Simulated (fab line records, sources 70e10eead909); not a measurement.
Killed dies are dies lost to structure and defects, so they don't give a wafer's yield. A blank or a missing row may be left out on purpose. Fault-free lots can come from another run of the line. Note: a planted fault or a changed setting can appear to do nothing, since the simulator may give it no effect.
A struck lot beside a sound one ; flow nand-harc ; 13 out of 1302 route steps
Sound: wafers L612.4, L612.5, L612.6. Wafers L621.1, L621.5, L621.6 were the ones struck. The cause is given at the end.
Each step with rows lists, per side, the tool, then ch with its chambers, then its first start. Under that, the readings that differ: sound wafers ; struck wafers ; difference of the means ; sigmas: that difference in standard deviations of wafers without a fault.
alike: readings whose means differ by less than 2 such deviations, and words and numbers that are the same on both sides. not compared: withheld readings, readings that some wafer has no value for, bounds like >300 that may hide the same value, and numbers for which the record gives no deviation and whose values overlap.
Wherever a step has rows on one side only, a row that says differs or no value, or a row with sigmas, the two part there. Non-overlapping numbers with no deviation appear without sigmas and do not part them. Lack of a reading on every wafer of one side parts them only where that side has two or more wafers.

first, 2 steps without rows for these wafers: NHARC_A_STAIRCASE_PRECLEAN_448 (cleans in SC1); NHARC_A_STAIRCASE_SRD_449.
NHARC_A_STAIRCASE_CMP_450: polishes SiO2, target thk 200 nm.
  sound on cmp-04 ch 0,3, day 22 13:32; struck on cmp-04 ch 0,1, day 26 07:35
  alike: edge-zone-pressure-frac, motor-current-A, slurry-filter-dp-kPa
NHARC_A_STAIRCASE_CMP_152: polishes.
  sound on cmp-04 ch 0,3, day 22 13:36; struck on cmp-04 ch 0,1, day 26 07:39
  alike: edge-zone-pressure-frac, motor-current-A, slurry-filter-dp-kPa
then, 2 steps without rows for these wafers: NHARC_A_STAIRCASE_SRD_154; NHARC_A_STAIRCASE_ETCH_403 (etches SiO2 in dHF, target depth 108.2 nm).
NHARC_A_STAIRCASE_ETCHBACK_422: etches the open film in CH3F/O2, target depth 40 nm, time 74.286 s.
  sound on rie-diel-09 ch 2,3, day 22 14:04; struck on rie-diel-09 ch 0,1, day 26 08:07
  alike: drypump-motor-current-A, oes-product-au, rf-vpp-V, showerhead-plenum-p-Torr, throttle-valve-pct
  not compared: rf-hours-counter-h
then, 1 step without rows for these wafers: NHARC_A_STAIRCASE_ETCH_423 (etches SiO2 in dHF, target depth 30 nm).
NHARC_A_STAIRCASE_ETCHBACK_157: etches the open film in CH3F/O2, target depth 90 nm, time 167.14 s.
  sound on rie-diel-04 ch 2,3, day 22 14:26; struck on rie-diel-01 ch 0,3, day 26 08:28
reading;sound;struck;difference;sigmas
oes-product-au (a.u.);0.93 0.91 0.93;0.99 0.99 1.00;+0.07;+2
  alike: drypump-motor-current-A, rf-vpp-V, showerhead-plenum-p-Torr, throttle-valve-pct
  not compared: rf-hours-counter-h
then, 1 step without rows for these wafers: NHARC_A_STAIRCASE_STRIP_475 (strips in O2, time 20 s).
NHARC_A_STAIRCASE_DEP_471: deposits SiO2, target thk 100 nm.
  sound on pecvd-03 ch 0,1,2, day 22 14:47; struck on pecvd-04 ch 0,1,2, day 26 08:45
  alike: heater-power-w, throttle-valve-pct
NHARC_A_STAIRCASE_CMP_472: polishes SiO2.
  sound on cmp-04 ch 2,3, day 22 14:58; struck on cmp-02 ch 1,2,3, day 26 09:05
  no value came back on the struck wafers for edge-zone-pressure-frac, motor-current-A (A), slurry-filter-dp-kPa (kPa); on the sound wafers edge-zone-pressure-frac reads 0.999 0.997 1.000
-- jump in the record: it breaks off in module A_STAIRCASE and resumes in module END (first step shown: number 1302 of the route), and 5 days separate the struck wafers' starts before and after --
NHARC_END_SORT_01:
  at this point the record logs the struck wafers (prober-02 ch 0, day 31 12:46) and has no rows for the sound ones

== WHERE THEY PART ==
Last at NHARC_END_SORT_01 as far as this record goes, first at NHARC_A_STAIRCASE_ETCHBACK_157.

WHY: whatever the simulator had introduced
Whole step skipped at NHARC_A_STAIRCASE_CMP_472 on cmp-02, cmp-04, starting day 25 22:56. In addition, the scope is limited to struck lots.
